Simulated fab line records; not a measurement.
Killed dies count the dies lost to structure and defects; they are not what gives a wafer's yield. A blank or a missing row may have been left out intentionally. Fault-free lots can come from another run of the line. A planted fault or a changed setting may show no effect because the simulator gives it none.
Lot-split experiment	flow n5 finfet	on a route of 1938 steps: 7 lots, 39 wafers read

== SPLIT DETAILS ==
At N5_BEOL_M8_VIA_ETCH_34 (etches SiCOH lowk in C4F6/O2, target depth 125.5 nm, time 50.5 s), the setting target depth a was moved away from the recipe's 1255 angstrom on 12 of the 39 wafers read, by -54.1% to +16.5%. This setting was run at the recipe's value on the other wafers.

Reading taken at the split's own step.

== THE READING ==
SOC_of_BEOL_M8_COAT_63.thk nm (the simulator's own value, which no gauge read), in nm, at N5_BEOL_M8_VIA_ETCH_34 (etches SiCOH lowk in C4F6/O2, target depth 125.5 nm, time 50.5 s). The file does not state a usual value for it. Average 54.1 nm, standard deviation 0.27 nm, over the 27 wafers here run with the recipe.

wafer	tool, chamber at the split	target depth a as run, angstrom	against the recipe	SOC_of_BEOL_M8_COAT_63.thk nm, nm	against lot-mates on the recipe
L077.1	rie diel-02, 0	1255	recipe	53.8	-
L077.2	rie diel-02, 3	1255	recipe	54	-
L077.3	rie diel-02, 1	1255	recipe	54	-
L077.4	rie diel-02, 2	575.9	-54.1%	57.2	+3.3
L077.5	rie diel-02, 1	575.9	-54.1%	57.6	+3.7
L077.6	rie diel-02, 2	575.9	-54.1%	57.2	+3.3
L079.1	rie diel-04, 3	1255	recipe	54.2	-
L079.2	rie diel-04, 0	1255	recipe	54	-
L079.3	rie diel-04, 2	1255	recipe	54.2	-
L079.4	rie diel-04, 1	1255	recipe	54.4	-
L079.5	rie diel-04, 0	1255	recipe	54.2	-
L079.6	rie diel-04, 1	1255	recipe	54.4	-
L078.1	rie diel-01, 1	1255	recipe	54	-
L078.2	rie diel-01, 2	1255	recipe	54.4	-
L078.3	rie diel-01, 3	1462	+16.5%	53	-1.2
L078.4	rie diel-01, 0	1462	+16.5%	53.2	-1.0
L078.5	rie diel-01, 3	1255	recipe	54.2	-
L078.6	rie diel-01, 0	1462	+16.5%	53.2	-1.0
L080.1	rie diel-02, 0	1255	recipe	54.4	-
L080.2	rie diel-02, 1	779.4	-37.9%	56.6	+2.3
L080.3	rie diel-02, 2	779.4	-37.9%	56.6	+2.3
L080.4	rie diel-02, 3	779.4	-37.9%	56.6	+2.3
L080.5	rie diel-02, 1	1255	recipe	54.2	-
L080.6	rie diel-02, 2	1255	recipe	54.4	-
L082.1	rie diel-04, 3	1255	recipe	53.4	-
L082.2	rie diel-04, 0	1255	recipe	53.6	-
L082.3	rie diel-04, 2	1255	recipe	53.8	-
L082.4	rie diel-04, 1	1255	recipe	53.8	-
L082.5	rie diel-04, 2	1255	recipe	53.8	-
L082.6	rie diel-04, 1	1255	recipe	53.8	-
L086.1	rie diel-04, 0	582	-53.6%	57.4	+3.4
L086.2	rie diel-04, 2	1255	recipe	54	-
L086.3	rie diel-04, 3	1255	recipe	54	-
L086.4	rie diel-04, 3	1255	recipe	54	-
L086.5	rie diel-04, 2	582	-53.6%	57.4	+3.4
L086.6	rie diel-04, 0	582	-53.6%	57.2	+3.2
L087.2	rie diel-01, 1	1255	recipe	54.2	-
L087.3	rie diel-01, 0	1255	recipe	54.6	-
L087.6	rie diel-01, 1	1255	recipe	54.2	-

FIT RESULTS
A straight line over all 39 wafers: SOC_of_BEOL_M8_COAT_63.thk nm changes by -0.0613 nm for each +1% of target depth a; r = -0.98; the points scatter about the line by 0.25 nm.
The same after taking each lot's own level away (the mean of its wafers on the recipe; 39 wafers): -0.0622 nm for each +1%; r = -1.00; scatter 0.14 nm.
The reading moves by 3.4 nm for the largest change in target depth a, on that fit.
From 53.70 to 54.33 nm: that is the span of the lots' own levels, equal to 2.3 times the standard deviation above.
So the lot-to-lot level changes the slope little: the two slopes agree.
Check: +3.37 nm against its lot-mates is what the line predicts for one of the wafers moved furthest among these (-54.1%) when that wafer is left out of the fit. Against them it came out at +3.27 nm.

== ADDITIONAL SPLITS CARRIED BY THESE WAFERS ==
Before the reading, these wafers also passed through other splits. Each is held against what the fit with the lots' levels taken away leaves over:
other split on the same wafers	wafers away from the commonest value	r with SOC_of_BEOL_M8_COAT_63.thk nm (lot level and that fit taken away)
N5_BEOL_M3_ETCH_64 time s	12	-0.25
N5_BEOL_M8_ILD_DEP_00 target thk a	15	-0.18

== THE WHOLE CHAIN: every reading that the file lists as answering this split, in the file's order ==
step	what it does	reading	change (the file's fit)	r (the file's)
N5_BEOL_M8_VIA_ETCH_34	etches SiCOH lowk in C4F6/O2, target depth 125.5 nm, time 50.5 s	etch.depth nm (the simulator's own value, which no gauge read)	+1.25 nm for each +1% of the setting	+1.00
N5_BEOL_M8_VIA_ETCH_34	etches SiCOH lowk in C4F6/O2, target depth 125.5 nm, time 50.5 s	SOC_of_BEOL_M8_COAT_63.thk nm (the simulator's own value, which no gauge read)	-0.0621 nm for each +1% of the setting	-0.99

== FILE'S OWN FIT ==
SOC_of_BEOL_M8_COAT_63.thk nm changes by -0.0621 nm for each +1% of target depth a, r = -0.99.
